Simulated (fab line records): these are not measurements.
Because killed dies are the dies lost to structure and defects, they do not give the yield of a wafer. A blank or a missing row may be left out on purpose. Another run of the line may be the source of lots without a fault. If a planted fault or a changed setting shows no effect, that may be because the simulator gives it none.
Chamber matching | flow nand harc | NHARC_A_WL_FILL_ALD_19 on ald metal-03 has 4 sister chambers
The step deposits TiN, target thk 2 nm, pulse time 3 s, ald cycles 100. 14 wafers are shown with their chamber, then 7 later ones without.

== WAFERS, EACH WITH ITS CHAMBER ==
wafer  | chamber | heater power w (W) | susceptor temp C (C) | precursor pulse height rel
L076.2 | 2       | 937                | 449.71               | 1.012
L076.3 | 3       | 1208               | 449.92               | 0.974
L076.5 | 3       | 1212               | 450.00               | 1.010
L077.1 | 3       | 1229               | 450.30               | 0.969
L077.2 | 2       | 963                | 449.72               | 1.017
L077.3 | 0       | 914                | 449.75               | 0.986
L081.2 | 3       | 1193               | 449.89               | 1.009
L081.5 | 0       | 945                | 449.58               | 1.018
L081.6 | 3       | 1227               | 450.09               | 0.987
L088.2 | 0       | 890                | 449.74               | 1.006
L088.4 | 2       | 970                | 450.52               | 0.991
L088.5 | 3       | 1246               | 450.20               | 0.986
L091.2 | 1       | 851                | 449.75               | 0.992
L091.5 | 2       | 977                | 450.07               | 1.001

SIGNATURES, as means of the wafers listed above
reading                    | chamber 0 | chamber 1 | chamber 2 | chamber 3 | scatter within a chamber
heater power w             | 916.33    | 851.00    | 961.75    | 1219.17   | 20.4
susceptor temp C           | 449.6900  | 449.7500  | 450.0050  | 450.0667  | 0.242
precursor pulse height rel | 1.00333   | 0.99200   | 1.00525   | 0.98917   | 0.0155
Rule: a wafer's distance from a chamber is the root of the sum, over the readings, of the square of ((its reading less the chamber's mean) divided by the reading's scatter). If the next closest chamber is less than 2 further off than the closest, the wafer can't be placed; otherwise it belongs to the closest. The scatter is the square root of a quotient: the sum, over the shown wafers, of each reading's squared deviation from its chamber's mean, divided by wafers minus chambers.

== WAFERS WITH NO CHAMBER GIVEN ==
wafer  | heater power w (W) | susceptor temp C (C) | precursor pulse height rel
L091.6 | 1208               | 450.14               | 1.015
L093.2 | 954                | 450.42               | 0.981
L093.3 | 936                | 449.97               | 0.999
L093.6 | 851                | 449.78               | 1.001
L095.3 | 946                | 450.32               | 1.008
L095.5 | 909                | 450.50               | 0.983
L095.6 | 1195               | 449.99               | 1.006

== EACH ONE'S CHAMBER ==
wafer  | from the rows above          | in truth
L091.6 | 3                            | 3
L093.2 | can't be placed: 2 or 0      | 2
L093.3 | can't be placed: 2 or 0      | 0
L093.6 | 1                            | 1
L095.3 | can't be placed: 2 or 0      | 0
L095.5 | can't be placed: 2 or 0 or 1 | 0
L095.6 | 3                            | 3
Correctly placed: 3 of 7. Cannot be placed on the basis of these rows: 4; the candidates contain the true chamber in 4. Wrongly placed: 0.
